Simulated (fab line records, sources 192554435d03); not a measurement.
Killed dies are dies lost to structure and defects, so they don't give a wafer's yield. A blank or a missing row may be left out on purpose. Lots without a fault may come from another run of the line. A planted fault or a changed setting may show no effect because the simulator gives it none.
fab line records | flow n5_finfet
record lots=7 wafers=39
route steps=1938 shown FIN_SAQP@125 DUMMY_GATE@243 SDB@373 DUMMY_REMOVAL@377 MOL_CONTACT_COAG@584 BEOL_M3@980
start_h: hours from the record's first day to the start of the lot's first wafer shown | wait_h: hours since the lot's step before | " the same as in the row above | L1.1+2: a row that stands for several wafers | - no value, or no start given | * or withheld: withheld | < > ~ a bound
route shown NAME@n: a module of which the file shows steps, and the number in the route of the first | usual: mean/standard deviation of fault-free wafers | same: alike in all rows | chamber/n: place in a boat | sites: the reading at each site | _std_site: their standard deviation | _edge_site: outer sites' mean less inner sites' | radius_mm: how far each site lies from the wafer's centre | mask NAME#n: copy n | behind: the tool/chamber that last shaped the wafer | hold: why the lot was held/for how many hours/how that ended | device: the transistor (n, p or np) that didn't switch | end of line: the same wafers' tests at the end of the route | a step without rows: its recipe alone | killed: dies lost to structure and defects at the first sort, not the wafer's yield | map: a wafer's dies, x killed, . not, _ none there
set.NAME: the setting as run; set.NAME@STEP: as run at that earlier step | model.NAME: the simulator's own value behind a step, which no gauge read
lots whose settings were changed on purpose; a table a step, a row a wafer
## steps
# step N5_FIN_SAQP_SPACER1_ALD_24
# recipe material=SiO2 target_thk_a=203 temp_c=300 ald_precursor_family=BDEAS ald_co_reactant=O2-plasma pulse_time_s=1 purge_time_s=2 co_reactant_purge_time_s=2 ald_cycles=218 pressure_torr=2
# columns lot.wafer tool chamber start_h wait_h set.ald_cycles model.SiO2_of_FIN_SAQP_SPACER1_ALD_24.thk_nm
L079.1+3+5 ald_sin-02 2,0,2 53.35 0.8 108 10
L079.2+6 " 1,3 " " 218 20.2
L079.4 " 3 " " 218 20.4
L080.1+4+6 ald_sin-01 3,0,3 59.80 0.7 327 30.4
L080.2 " 2 " " 218 20.4
L080.3+5 " 1,0 " " 218 20.2
L082.1+4+6 ald_sin-02 1,0,3 71.06 0.3 300 28
L082.2+3+5 " 2,3,2 " " 218 20.4
L083.1+3+5+6 ald_sin-01 3,0,0,3 77.79 0.5 218 20.4
L083.2+4 " 1,2 " " 218 20.2
L085.1+2+3+5+6 ald_sin-01 0,1,3,2,1 92.39 0.8 218 20.2
L085.4 " 2 " " 218 20.4
L092.1+2+3+6 ald_sin-02 2,3,0,2 130.88 0.3 218 20.2
L092.4+5 " 1 " " 218 20.4
L095.2+4+5 ald_sin-03 2,0,2 150.63 1.0 218 20.2
# step N5_FIN_SAQP_SPACER1_ETCHBACK_25
# recipe chemistry=CHF3/O2 mode=anisotropic_etchback target=SiO2 target_depth_a=244 time_s=12.2 pressure_mtorr=30 source_w=650 bias_w=170 Ar_flow_sccm=200 CHF3_flow_sccm=50 O2_flow_sccm=5 ion_energy_ev=200
# step N5_FIN_SAQP_MANDREL1_REMOVE_56
# recipe chemistry=HBr/Cl2/O2 bt_time_s=10 target=a-Si stop_on=SiNx endpoint=OES-SiCl over_etch_frac=1 icp_w=600 bias_w=22 HBr_flow_sccm=150 Cl2_flow_sccm=80 O2_flow_sccm=5 pressure_mtorr=10
# columns lot.wafer tool chamber start_h wait_h set.ald_cycles@FIN_SAQP_SPACER1_ALD_24 model.FIN_SAQP.cd_nm
L079.1+5 rie_si-05 1,0 54.16 0.1 108 10
L079.2+4 " 3,0 " " 218 20.4
L079.3 " 2 " " 108 10.2
L079.6 " 1 " " 218 20.2
L080.1+4+6 rie_si-06 0,1,3 60.61 0.1 327 30.4
L080.2+3+5 " 3,2,2 " " 218 20.2
L082.1+4+6 rie_si-03 3,1,1 71.87 0.1 300 28
L082.2+3+5 " 0,2,0 " " 218 20.4
L083.1+2+3+4+6 rie_si-06 2,1,0,3,0 78.62 0.1 218 20.4
L083.5 " 3 " " 218 20.6
L085.1+5 rie_si-06 0,1 93.22 0.1 218 20.4
L085.2+3+4+6 " 3,1,3,0 " " 218 20.2
L092.1+2+3+4+5 rie_si-05 0,2,1,0,2 131.69 0.1 218 20.4
L092.6 " 1 " " 218 20.2
L095.2 rie_si-06 1 151.44 0.1 218 20.2
L095.4+5 " 0 " " 218 20.4
# step N5_FIN_SAQP_CD_MEAS_27
# recipe target_cd_nm=20 landing_energy_ev=1000 detector=se_inlens polarity=line
# usual cd_nm=20.30/0.2
# columns lot.wafer tool chamber start_h wait_h set.ald_cycles@FIN_SAQP_SPACER1_ALD_24 cd_nm
L079.1 cd_sem-02 0 54.27 0.1 108 9.75
L079.2 " 0 " " 218 20.44
L079.3 " 0 " " 108 10.38
L079.4 " 0 " " 218 20.24
L079.5 " 0 " " 108 9.87
L079.6 " 0 " " 218 19.85
L080.1 cd_sem-02 0 60.72 0.1 327 30.41
L080.2 " 0 " " 218 20.15
L080.3 " 0 " " 218 20.04
L080.4 " 0 " " 327 30.36
L080.5 " 0 " " 218 20.20
L080.6 " 0 " " 327 30.19
L082.1 cd_sem-03 0 71.98 0.1 300 28.00
L082.2 " 0 " " 218 20.44
L082.3 " 0 " " 218 20.42
L082.4 " 0 " " 300 27.74
L082.5 " 0 " " 218 20.43
L082.6 " 0 " " 300 27.89
L083.1 cd_sem-02 0 78.73 0.1 218 20.66
L083.2 " 0 " " 218 20.82
L083.3 " 0 " " 218 20.46
L083.4 " 0 " " 218 20.12
L083.5 " 0 " " 218 20.39
L083.6 " 0 " " 218 20.09
L085.1 cd_sem-02 0 93.33 0.1 218 20.06
L085.2 " 0 " " 218 20.29
L085.3 " 0 " " 218 20.22
L085.4 " 0 " " 218 20.24
L085.5 " 0 " " 218 20.07
L085.6 " 0 " " 218 19.90
L092.1 cd_sem-02 0 131.79 0.1 218 20.26
L092.2 " 0 " " 218 20.11
L092.3 " 0 " " 218 20.23
L092.4 " 0 " " 218 20.19
L092.5 " 0 " " 218 20.29
L092.6 " 0 " " 218 20.37
L095.2 cd_sem-02 0 151.56 0.1 218 20.23
L095.4 " 0 " " 218 20.31
L095.5 " 0 " " 218 20.35
# step N5_DUMMY_GATE_ETCH_31
# recipe chemistry=C4F6/O2 target=SiO2 mask_material=SOC target_depth_a=825 time_s=27.5 ion_energy_ev=250 pressure_mtorr=30 source_w=345 bias_w=185 Ar_flow_sccm=300 C4F6_flow_sccm=10 O2_flow_sccm=10
# columns lot.wafer tool chamber start_h wait_h set.target_depth_a model.etch.depth_nm model.SOC_of_DUMMY_GATE_COAT_34.thk_nm
L079.1 rie_diel-04 1 77.12 0.0 825 82.25 51.6
L079.2 " 2 " " 825 81.46 51.6
L079.3 " 0 " " 825 84.23 51.2
L079.4 " 1 " " 825 81.78 51.8
L079.5 " 0 " " 825 84.89 51.4
L079.6 " 2 " " 825 80.81 51.8
L080.1 rie_diel-04 2 83.00 0.0 825 80.13 52.4
L080.2 " 0 " " 491.4 49.87 55.4
L080.3 " 1 " " 825 81.78 52.2
L080.4 " 0 " " 825 83.77 52
L080.5 " 1 " " 491.4 48.41 55.4
L080.6 " 2 " " 491.4 48.11 55.2
L082.1 rie_diel-04 2 94.43 0.0 825 80.55 51.6
L082.2 " 0 " " 825 83.41 51.6
L082.3 " 1 " " 639.3 63.31 53.6
L082.4 " 0 " " 639.3 64.81 53.4
L082.5 " 2 " " 825 80.65 52
L082.6 " 1 " " 639.3 63.12 53.6
L083.1 rie_diel-06 3 102.23 0.1 825 83.27 51.6
L083.2 " 2 " " 825 82.63 51.8
L083.3 " 0 " " 543.2 54.6 54.6
L083.4 " 1 " " 543.2 54.31 54.6
L083.5 " 3 " " 825 82.75 51.4
L083.6 " 0 " " 543.2 54.73 54.4
L085.1 rie_diel-05 0 115.83 0.0 825 80.23 52
L085.2 " 2 " " 825 82.84 51.8
L085.3 " 1 " " 1292 128.2 47.4
L085.4 " 3 " " 825 81.77 52
L085.5 " 1 " " 1292 128.9 47.2
L085.6 " 2 " " 1292 128.8 47.2
L092.1 rie_diel-04 1 160.19 0.0 825 82.46 51.6
L092.2 " 3 " " 825 81.82 51.6
L092.3 " 0 " " 825 84.01 51.6
L092.4 " 1 " " 825 82.19 51.8
L092.5 " 0 " " 825 84.86 51.4
L092.6 " 3 " " 825 82.23 51.8
L095.2 rie_diel-06 0 174.18 0.0 825 81.82 52
L095.4 " 2 " " 825 81.42 51.8
L095.5 " 0 " " 825 82.15 51.8
# step N5_DUMMY_GATE_STRIP_41
# recipe chemistry=O2 power_w=400 temp_c=40 pressure_mtorr=30 rf_frequency_hz=6e+07 bias_power_w=0 overash_fraction=0.3 o2_flow_sccm=225
# step N5_DUMMY_GATE_HM_OPEN_21
# recipe chemistry=CH3F/O2 target=SiNx target_depth_a=1200 Ar_flow_sccm=150 CH3F_flow_sccm=30 O2_flow_sccm=23 time_s=171.4 pressure_mtorr=30 source_w=395 bias_w=73 ion_energy_ev=120.7
# step N5_DUMMY_GATE_ETCH_32
# recipe chemistry=CF4 target=SiO2 target_depth_a=35 time_s=3.9 ion_energy_ev=350 pressure_mtorr=10 icp_w=800 bias_w=400 cf4_flow_sccm=80
# step N5_DUMMY_GATE_ETCH_23
# recipe chemistry=HBr/Cl2/O2 HBr_flow_sccm=150 Cl2_flow_sccm=80 O2_flow_sccm=12 bias_w=102 target_depth_a=410 time_s=22.3 target=poly-Si mask_material=SiO2 pressure_mtorr=10 icp_w=800
# step N5_DUMMY_GATE_ETCH_44
# recipe chemistry=HBr/O2 over_etch_frac=0.7 target_depth_a=1275 stop_on=SiO2 ion_energy_ev=60 bias_w=20 target=poly-Si mask_material=SiO2 pressure_mtorr=20 icp_w=400 HBr_flow_sccm=120 O2_flow_sccm=10
# usual oes_product_au=0.732/0.013
# columns lot.wafer tool chamber start_h wait_h set.target_depth_a@DUMMY_GATE_ETCH_31 oes_product_au
L079.1 rie_si-01 0 77.45 0.0 825 0.720
L079.2 " 1 " " 825 0.736
L079.3 " 3 " " 825 0.731
L079.4 " 2 " " 825 0.741
L079.5 " 1 " " 825 0.733
L079.6 " 2 " " 825 0.733
L080.1 rie_si-04 1 83.34 0.0 825 0.713
L080.2 " 0 " " 491.4 0.381
L080.3 " 2 " " 825 0.745
L080.4 " 3 " " 825 0.734
L080.5 " 0 " " 491.4 0.385
L080.6 " 3 " " 491.4 0.374
L082.1 rie_si-02 2 94.77 0.0 825 0.740
L082.2 " 1 " " 825 0.746
L082.3 " 3 " " 639.3 0.718
L082.4 " 0 " " 639.3 0.715
L082.5 " 0 " " 825 0.712
L082.6 " 3 " " 639.3 0.712
L083.1 rie_si-02 2 102.56 0.0 825 0.739
L083.2 " 1 " " 825 0.738
L083.3 " 0 " " 543.2 0.366
L083.4 " 3 " " 543.2 0.376
L083.5 " 2 " " 825 0.745
L083.6 " 1 " " 543.2 0.379
L085.1 rie_si-04 3 116.17 0.0 825 0.737
L085.2 " 2 " " 825 0.741
L085.3 " 1 " " 1292 0.731
L085.4 " 0 " " 825 0.740
L085.5 " 3 " " 1292 0.749
L085.6 " 2 " " 1292 0.759
L092.1 rie_si-02 3 160.53 0.0 825 0.733
L092.2 " 1 " " 825 0.723
L092.3 " 0 " " 825 0.702
L092.4 " 2 " " 825 0.738
L092.5 " 0 " " 825 0.706
L092.6 " 1 " " 825 0.722
L095.2 rie_si-01 2 174.51 0.0 825 0.725
L095.4 " 1 " " 825 0.746
L095.5 " 1 " " 825 0.754
# step N5_SDB_ALD_29
# recipe material=SiNx target_thk_a=300 temp_c=400 ald_precursor_family=SiH2I2 ald_co_reactant=N2/H2-plasma pulse_time_s=1 ald_cycles=600 purge_time_s=2 co_reactant_purge_time_s=2 pressure_torr=2
# columns lot.wafer tool chamber start_h wait_h set.ald_cycles model.SiNx_of_SDB_ALD_29.thk_nm
L079.1+2+3+4 ald_sin-04 2,0,3,1 97.39 0.0 600 30
L079.5 " 1 98.75 1.4 600 29.8
L079.6 " 0 " " 600 30.2
L080.1+2+3 ald_sin-01 3,2,1 102.63 0.0 600 30
L080.4+5+6 " 0,0,1 " " 411 20.6
L082.1+2+3+4+5 ald_sin-04 1,3,2,1,3 114.25 0.0 600 30
L082.6 " 2 115.60 1.4 600 29.8
L083.1+2+4+6 ald_sin-01 1,0,2,2 120.89 0.0 600 30
L083.3+5 " 3 " " 600 29.8
L085.1+2+4 ald_sin-01 3,2,0 135.00 0.5 600 30
L085.3+5+6 " 1,1,0 " " 600 29.8
L092.1+6 ald_sin-03 2 179.02 0.0 362 18
L092.2+3+4 " 1,3,0 " " 600 30
L092.5 " 1 180.37 1.4 362 18.2
L095.2+4+5 ald_sin-01 1,2,2 193.98 0.2 600 30
# step N5_SDB_CMP_30
# recipe stop_on=poly-Si t_overpolish_s=1.54 post_cmp_clean=alkaline_brush down_force_psi=4.1491 platen_rpm=51.796 pad_velocity_m_s=1.0306 target_thk_nm=30
# step N5_DUMMY_REMOVAL_HM_STRIP_01
# recipe chemistry=CH3F/O2 material=SiNx target_depth_a=40 stop_on=poly-Si time_s=6.8 over_etch_frac=0.3 ion_energy_ev=60 power_w=410 bias_w=29 Ar_flow_sccm=150 CH3F_flow_sccm=30 O2_flow_sccm=20
# columns lot.wafer tool chamber start_h wait_h set.ald_cycles@SDB_ALD_29 model.SiNx_of_SDB_ALD_29.thk_nm
L079.1+2+4 rie_diel-04 1,2,2 100.48 0.0 600 29.4
L079.3+5 " 0 " " 600 29.2
L079.6 " 1 " " 600 29.6
L080.1+2+3 rie_diel-05 2,1,3 105.74 0.1 600 29.4
L080.4 " 2 " " 411 20
L080.5+6 " 1,3 " " 411 20.2
L082.1+2+3+4+5 rie_diel-04 0,2,1,0,2 117.48 0.1 600 29.4
L082.6 " 1 " " 600 29.2
L083.1+2+4+6 rie_diel-06 0,2,3,3 124.11 0.0 600 29.4
L083.3+5 " 1,0 " " 600 29.2
L085.1+2+4 rie_diel-05 0,3,2 138.10 0.0 600 29.4
L085.3+5+6 " 1,1,0 " " 600 29.2
L092.1 rie_diel-04 2 182.26 0.2 362 17.6
L092.2+3+4 " 1,0,3 " " 600 29.4
L092.5+6 " 3,2 " " 362 17.8
L095.2+4+5 rie_diel-06 0,3,1 197.07 0.0 600 29.4
# step N5_MOL_CONTACT_COAG_ETCHBACK_135
# recipe chemistry=CHF3 target=SiO2 target_depth_a=250 time_s=16.7 ion_energy_ev=200 pressure_mtorr=30 source_w=610 bias_w=170 Ar_flow_sccm=200 CHF3_flow_sccm=50
# columns lot.wafer tool chamber start_h wait_h set.time_s model.SOC_of_MOL_CONTACT_COAG_COAT_75.thk_nm
L079.1+5 rie_diel-01 3,0 128.94 0.0 16.7 57.8
L079.2+3+4 " 0,2,2 " " 11.13 58.6
L079.6 " 3 " " 16.7 57.6
L080.1 rie_diel-02 2 133.40 0.0 16.7 57.2
L080.2+4+6 " 1,3,2 " " 26.37 55.8
L080.3 " 0 " " 16.7 57.4
L080.5 " 1 " " 16.7 57.6
L082.1+4+5 rie_diel-01 3,2,3 145.16 0.0 23.46 56.4
L082.2+6 " 1 " " 16.7 57.4
L082.3 " 2 " " 16.7 57.6
L083.1 rie_diel-01 1 152.78 0.0 24.07 56.4
L083.2+4 " 3 " " 16.7 57.4
L083.3 " 2 " " 16.7 57.6
L083.5+6 " 1,2 " " 24.07 56.2
L085.1+3+6 rie_diel-02 1,3,2 171.71 0.0 19.54 57.2
L085.2 " 2 " " 16.7 57.6
L085.4+5 " 0,3 " " 16.7 57.4
L092.1+2+5 rie_diel-03 1,2,1 211.86 0.0 16.7 57.2
L092.3+4+6 " 0,0,2 " " 16.7 57.4
L095.2 rie_diel-03 0 223.26 0.0 16.7 57.4
L095.4+5 " 0,2 " " 16.7 57.6
# step N5_MOL_CONTACT_COAG_STRIP_118
# recipe chemistry=CHF3 resist=SiARC rf_frequency_hz=6e+07
# step N5_MOL_CONTACT_COAG_VIA_ETCH_46
# recipe chemistry=C4F6/O2 target_depth_a=460 overetch_a=92 mask_material=SOC target=SiO2 bias_w=455 pressure_mtorr=10 time_s=40 source_w=325 Ar_flow_sccm=300 C4F6_flow_sccm=10 O2_flow_sccm=10 ion_energy_ev=575.3 ends=end_point
# columns lot.wafer tool chamber start_h wait_h set.time_s@MOL_CONTACT_COAG_ETCHBACK_135 model.SOC_of_MOL_CONTACT_COAG_COAT_75.thk_nm
L079.1+6 rie_diel-01 3 128.97 0.0 16.7 51
L079.2+3+4 " 0,2,2 " " 11.13 52
L079.5 " 0 " " 16.7 51.4
L080.1 rie_diel-02 2 133.43 0.0 16.7 50.6
L080.2+4+6 " 1,3,2 " " 26.37 49.2
L080.3+5 " 0,1 " " 16.7 50.8
L082.1 rie_diel-01 3 145.20 0.0 23.46 49.6
L082.2 " 1 " " 16.7 50.6
L082.3 " 2 " " 16.7 51
L082.4 " 2 " " 23.46 50
L082.5 " 3 " " 23.46 49.8
L082.6 " 1 " " 16.7 50.8
L083.1 rie_diel-01 1 152.81 0.0 24.07 49.8
L083.2 " 3 " " 16.7 50.6
L083.3 " 2 " " 16.7 51.2
L083.4 " 3 " " 16.7 50.8
L083.5+6 " 1,2 " " 24.07 49.6
L085.1+3 rie_diel-02 1,3 171.74 0.0 19.54 50.6
L085.2 " 2 " " 16.7 51
L085.4+5 " 0,3 " " 16.7 50.8
L085.6 " 2 " " 19.54 50.4
L092.1+2+3+5 rie_diel-03 1,2,0,1 211.89 0.0 16.7 50.6
L092.4+6 " 0,2 " " 16.7 50.8
L095.2+4+5 rie_diel-03 0,0,2 223.29 0.0 16.7 51
# step N5_BEOL_M3_TRENCH_ETCH_37
# recipe chemistry=C4F6/O2 target_depth_a=555.55 target=SiOC time_s=29.2 ion_energy_ev=250 pressure_mtorr=30 source_w=355 bias_w=185 Ar_flow_sccm=300 C4F6_flow_sccm=10 O2_flow_sccm=10
# columns lot.wafer tool chamber start_h wait_h set.target_depth_a model.etch.depth_nm model.BEOL_M3.feature_depth_nm model.TiN_of_BEOL_M3_HM_DEP_02.thk_nm
L080.1 rie_diel-06 0 - - 735.9 73.49 73.4 16.8
L080.2 " 2 " " 555.55 54.65 54.6 17.6
L080.3 " 3 " " 555.55 54.53 54.6 17.6
L080.4 " 3 " " 735.9 72.53 72.6 17
L080.5 " 0 " " 555.55 54.93 55 17.6
L080.6 " 2 " " 735.9 72.54 72.6 17
L079.1 rie_diel-04 3 - - 555.55 55.81 55.8 17.8
L079.2 " 0 " " 555.55 57.42 57.4 17.6
L079.3 " 2 " " 555.55 56.61 56.6 17.6
L079.4 " 2 " " 754.7 76.78 76.8 17
L079.5 " 3 " " 754.7 75.17 75.2 17
L079.6 " 0 " " 754.7 76.72 76.8 17
L082.1 rie_diel-05 3 - - 555.55 55.05 55 18
L082.2 " 2 " " 555.55 55.36 55.4 17.8
L082.3 " 0 " " 555.55 53.28 53.2 17.8
L082.4 " 1 " " 555.55 55.51 55.6 17.8
L082.5 " 1 " " 555.55 55.78 55.8 17.8
L082.6 " 2 " " 555.55 55.18 55.2 17.8
L083.1 rie_diel-06 1 - - 555.55 55.6 55.6 17.8
L083.2 " 2 " " 555.55 55.56 55.6 17.6
L083.3 " 0 " " 555.55 56 56 17.8
L083.4 " 3 " " 555.55 55.25 55.2 17.6
L083.5 " 2 " " 555.55 54.89 54.8 17.8
L083.6 " 1 " " 555.55 55.04 55 17.6
L085.1 rie_diel-06 3 - - 688.5 67.8 67.8 17.2
L085.2 " 2 " " 555.55 54 54 18
L085.3 " 1 " " 555.55 54.35 54.4 17.6
L085.4 " 3 " " 688.5 68.03 68 17.4
L085.5 " 2 " " 688.5 67.47 67.4 17.4
L085.6 " 1 " " 555.55 54.63 54.6 17.6
L092.1 rie_diel-04 3 - - 702.6 69.59 69.6 16.8
L092.2 " 2 " " 555.55 56.58 56.6 17.4
L092.3 " 1 " " 702.6 70.77 70.8 17
L092.4 " 0 " " 555.55 56.12 56.2 17.6
L092.5 " 2 " " 555.55 56.39 56.4 17.6
L092.6 " 1 " " 702.6 71.05 71 16.8
L095.2 rie_diel-06 1 - - 555.55 55.36 55.4 17.8
L095.4 " 2 " " 555.55 55.27 55.2 17.8
L095.5 " 3 " " 555.55 55.34 55.4 17.6
# step N5_BEOL_M3_ETCH_41
# recipe chemistry=CH3F/O2 target=SiCN target_depth_a=299 taper_deg=2 time_s=52.5 ion_energy_ev=120 mask_material=TiN pressure_mtorr=30 source_w=395 bias_w=75 Ar_flow_sccm=150 CH3F_flow_sccm=30 O2_flow_sccm=20
# step N5_BEOL_M3_STRIP_97
# recipe chemistry=N2/H2 time_s=10 power_w=450 temp_c=40 pressure_mtorr=20 rf_frequency_hz=6e+07 bias_power_w=7 n2_flow_sccm=200 h2_flow_sccm=200
# step N5_BEOL_M3_OCD_MEAS_38
# usual trench_depth_nm=55.2/0.86
# columns lot.wafer tool chamber start_h wait_h set.target_depth_a@BEOL_M3_TRENCH_ETCH_37 trench_depth_nm
L080.1 ocd-02 - 177.89 - 735.9 73.9
L080.2 " - " " 555.55 -
L080.3 " - " " 555.55 54.3
L080.4 " - " " 735.9 72.4
L080.5 " - " " 555.55 -
L080.6 " - " " 735.9 -
L079.1 ocd-02 - 178.30 - 555.55 55.9
L079.2 " - " " 555.55 57.1
L079.3 " - " " 555.55 57.1
L079.4 " - " " 754.7 76.4
L079.5 " - " " 754.7 75.6
L079.6 " - " " 754.7 76.2
L082.1 ocd-01 - 190.67 - 555.55 54.8
L082.2 " - " " 555.55 55.1
L082.3 " - " " 555.55 53.1
L082.4 " - " " 555.55 55.3
L082.5 " - " " 555.55 55.9
L082.6 " - " " 555.55 55.1
L083.1 ocd-02 - 199.09 - 555.55 55.3
L083.2 " - " " 555.55 55.7
L083.3 " - " " 555.55 55.7
L083.4 " - " " 555.55 -
L083.5 " - " " 555.55 54.8
L083.6 " - " " 555.55 54.8
L085.1 ocd-02 - 220.69 - 688.5 68.1
L085.2 " - " " 555.55 53.5
L085.3 " - " " 555.55 54.6
L085.4 " - " " 688.5 68.2
L085.5 " - " " 688.5 67.5
L085.6 " - " " 555.55 54.2
L092.1 ocd-01 - 268.93 - 702.6 69.9
L092.2 " - " " 555.55 56.2
L092.3 " - " " 702.6 70.9
L092.4 " - " " 555.55 55.7
L092.5 " - " " 555.55 56.5
L092.6 " - " " 702.6 70.7
L095.2 ocd-01 - 287.31 - 555.55 55.3
L095.4 " - " " 555.55 55.3
L095.5 " - " " 555.55 55.0
## key
split step=N5_FIN_SAQP_SPACER1_ALD_24 setting=ald_cycles stated=218 by=wafer
response step=N5_FIN_SAQP_SPACER1_ALD_24 reading=model.SiO2_of_FIN_SAQP_SPACER1_ALD_24.thk_nm change=+0.203 per=1% r=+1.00
response step=N5_FIN_SAQP_MANDREL1_REMOVE_56 reading=model.FIN_SAQP.cd_nm change=+0.203 per=1% r=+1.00
response step=N5_FIN_SAQP_CD_MEAS_27 reading=cd_nm change=+0.202 per=1% r=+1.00
split step=N5_DUMMY_GATE_ETCH_31 setting=target_depth_a stated=825 by=wafer
response step=N5_DUMMY_GATE_ETCH_31 reading=model.etch.depth_nm change=+0.824 per=1% r=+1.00
response step=N5_DUMMY_GATE_ETCH_31 reading=model.SOC_of_DUMMY_GATE_COAT_34.thk_nm change=-0.0816 per=1% r=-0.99
response step=N5_DUMMY_GATE_ETCH_44 reading=oes_product_au shape=bent at_lowest=0.380 at_stated=0.732 at_highest=0.746
split step=N5_SDB_ALD_29 setting=ald_cycles stated=600 by=wafer
response step=N5_SDB_ALD_29 reading=model.SiNx_of_SDB_ALD_29.thk_nm change=+0.3 per=1% r=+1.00
response step=N5_DUMMY_REMOVAL_HM_STRIP_01 reading=model.SiNx_of_SDB_ALD_29.thk_nm change=+0.294 per=1% r=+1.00
split step=N5_MOL_CONTACT_COAG_ETCHBACK_135 setting=time_s stated=16.7 by=wafer
response step=N5_MOL_CONTACT_COAG_ETCHBACK_135 reading=model.SOC_of_MOL_CONTACT_COAG_COAT_75.thk_nm change=-0.0266 per=1% r=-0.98
response step=N5_MOL_CONTACT_COAG_VIA_ETCH_46 reading=model.SOC_of_MOL_CONTACT_COAG_COAT_75.thk_nm change=-0.026 per=1% r=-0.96
split step=N5_BEOL_M3_TRENCH_ETCH_37 setting=target_depth_a stated=555.55 by=wafer
response step=N5_BEOL_M3_TRENCH_ETCH_37 reading=model.etch.depth_nm change=+0.55 per=1% r=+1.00
response step=N5_BEOL_M3_TRENCH_ETCH_37 reading=model.BEOL_M3.feature_depth_nm change=+0.55 per=1% r=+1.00
response step=N5_BEOL_M3_TRENCH_ETCH_37 reading=model.TiN_of_BEOL_M3_HM_DEP_02.thk_nm change=-0.0201 per=1% r=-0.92
response step=N5_BEOL_M3_OCD_MEAS_38 reading=trench_depth_nm change=+0.554 per=1% r=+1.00
